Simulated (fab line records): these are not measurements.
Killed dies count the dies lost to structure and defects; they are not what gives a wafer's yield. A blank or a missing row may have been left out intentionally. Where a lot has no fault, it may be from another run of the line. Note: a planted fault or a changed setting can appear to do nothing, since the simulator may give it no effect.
Which tool was responsible?	flow nand-harc	36 wafers sampled from 12 lots at 1 step of a route of 1159

WHAT THE GAUGES READ, wafer by wafer
NHARC_P_CONTACT_INSPECT_27.
lot	measured	on	raw-defect-count
L075	day 6 05:02	defect-inspect-02	377 384 441
L078	day 6 21:16	defect-inspect-02	330 198 210
L079	day 7 03:08	defect-inspect-02	149 242 339
L080	day 7 08:55	defect-inspect-02	382 239 420
L082	day 8 00:20	defect-inspect-02	209 209 149
L086	day 9 06:32	defect-inspect-01	242 269 222
L084	day 9 14:11	defect-inspect-01	440 386 313
L088	day 9 20:50	defect-inspect-02	193 119 131
L093	day 10 09:04	defect-inspect-01	331 173 259
L091	day 10 10:06	defect-inspect-02	301 217 116
L096	day 11 04:11	defect-inspect-02	196 237 181
L097	day 11 09:05	defect-inspect-02	197 272 202

WHAT TOOL EACH LOT RAN ON (gives the tool, then ch and the chambers of the sampled wafers, and finally the start)
The record holds no process step before these readings.

THE ANSWER, worked out from the rows above alone
Rule: usual is defined by the lots themselves. Put in order of their means at a reading, lots are off if they are a third of the lots or fewer, leave a main group of 4 or more, and stand apart from it by a gap of 3 or more times the standard deviation of the main group's means; of several such gaps the widest counts. If all means in a main group match to the digits the tables above print for the reading, that group is not used. Also off: a lot with no number at a reading for which 4 or more lots have one. Any other lot the step has rows for is counted as sound.
Nothing can be told from this: no lot is off at any reading shown.

WHAT WAS PUT IN BY THE SIMULATOR
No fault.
